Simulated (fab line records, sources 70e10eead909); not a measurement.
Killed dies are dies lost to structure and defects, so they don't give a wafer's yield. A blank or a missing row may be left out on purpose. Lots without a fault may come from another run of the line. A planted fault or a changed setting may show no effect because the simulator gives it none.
A struck lot beside a sound one | flow nand_harc | 15 steps out of a route of 1302
Sound: wafers L202.2, L202.3, L202.4. Struck: wafers L207.2, L207.4, L207.5. The cause comes at the end.
At each step with rows: each side's tool, then ch and its chambers, then its first start. Under that, the readings that differ: sound wafers | struck wafers | difference of the means | sigmas: that difference in standard deviations of wafers without a fault.
alike: readings whose means differ by less than 2 such deviations, and words and numbers that are the same on both sides. not compared: withheld readings, readings that some wafer has no value for, bounds like >300 that may hide the same value, and numbers for which the record gives no deviation and whose values overlap.
The two part at a step that has a row with sigmas, a row that says differs or no value, or rows on one side only. Numbers that don't overlap but have no deviation are shown without sigmas and don't part them. A reading that every wafer of one side lacks parts them only if that side has two wafers or more.

NHARC_P_M2_PRE_CLEAN_32: time 12 s.
  sound on pecvd-02 ch 0,1,2, day 6 20:09; struck on pecvd-01 ch 0,1,2, day 8 17:26
  alike: heater_power_outer_w, heater_power_w, susceptor_temp_C
NHARC_P_M2_DEP_33: deposits SiCN, target thk 30 nm.
  sound on pecvd-02 ch 0,1,2, day 6 20:16; struck on pecvd-01 ch 0,1,2, day 8 17:35
  alike: heater_power_outer_w, heater_power_w, susceptor_temp_C
NHARC_P_BONDPAD_DEP_00: deposits SiCN, target thk 250 nm.
  sound on pecvd-03 ch 0,1, day 6 20:38; struck on pecvd-01 ch 0,1
  alike: heater_power_outer_w, heater_power_w, susceptor_temp_C
NHARC_P_BONDPAD_CMP_32: polishes SiCN, target thk 200 nm.
  sound on cmp-04 ch 0,2,3, day 6 21:04; struck on cmp-04 ch 0,1,3, day 8 18:18
  alike: edge_zone_pressure_frac, motor_current_A, retaining_ring_pressure_frac
NHARC_P_BONDPAD_THK_MEAS_33: measures by ellipsometry.
  sound on film_metro-01, day 6 21:17; struck on film_metro-02, day 8 18:33
  alike: thk_nm
then, 7 steps without rows for these wafers: NHARC_P_BONDPAD_SRD_34; NHARC_P_BONDPAD_DEHYDRATE_01 (time 120 s); NHARC_P_BONDPAD_HMDS_02 (time 30 s); NHARC_P_BONDPAD_COAT_36 (time 65 s); NHARC_P_BONDPAD_COAT_03 (resist thk 600 nm); NHARC_P_BONDPAD_SOFTBAKE_04 (time 70 s); NHARC_P_BONDPAD_EBR_05.
NHARC_P_BONDPAD_EXPOSE_06: exposes mask P BPAD.
  sound on krf_scanner-04 ch 0, day 6 21:42; struck on krf_scanner-03 ch 0, day 8 18:51
  reading              | sound             | struck            | difference | sigmas
  exposure_dose_mJ_cm2 | 37.07 37.09 37.05 | 39.21 39.30 39.26 | +2.19      | +44
  alike: mask
then, 1 step without rows for these wafers: NHARC_P_BONDPAD_PEB_07 (peb time 80 s).
-- the record jumps here: 17 days lie between the struck wafers' starts before and after (it left off in module P_BONDPAD and takes up again in module END, whose first step shown is number 1302 of the route) --
NHARC_END_SORT_01:
  sound on prober-01 ch 0, day 24 20:05; struck on prober-01 ch 0, day 26 03:13
  alike: defect_limited_yield, killed_at_array, killed_at_other, killed_at_periphery, killed_dies, killed_open, killed_short, sort_bin_2_pct, sort_bin_3_pct, sort_bin_4_pct, sort_n_pass, sort_rim_yield_pct, sort_yield_pct

WHERE THEY PART
Only at NHARC_P_BONDPAD_EXPOSE_06, within this record. Later steps at which nothing parts them and some readings are alike: NHARC_END_SORT_01.

WHY: what the simulator had put in
Process parameter drift: krf_scanner-03, from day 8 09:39 on, at NHARC_P_BONDPAD_EXPOSE_06. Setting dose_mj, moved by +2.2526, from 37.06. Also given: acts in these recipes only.
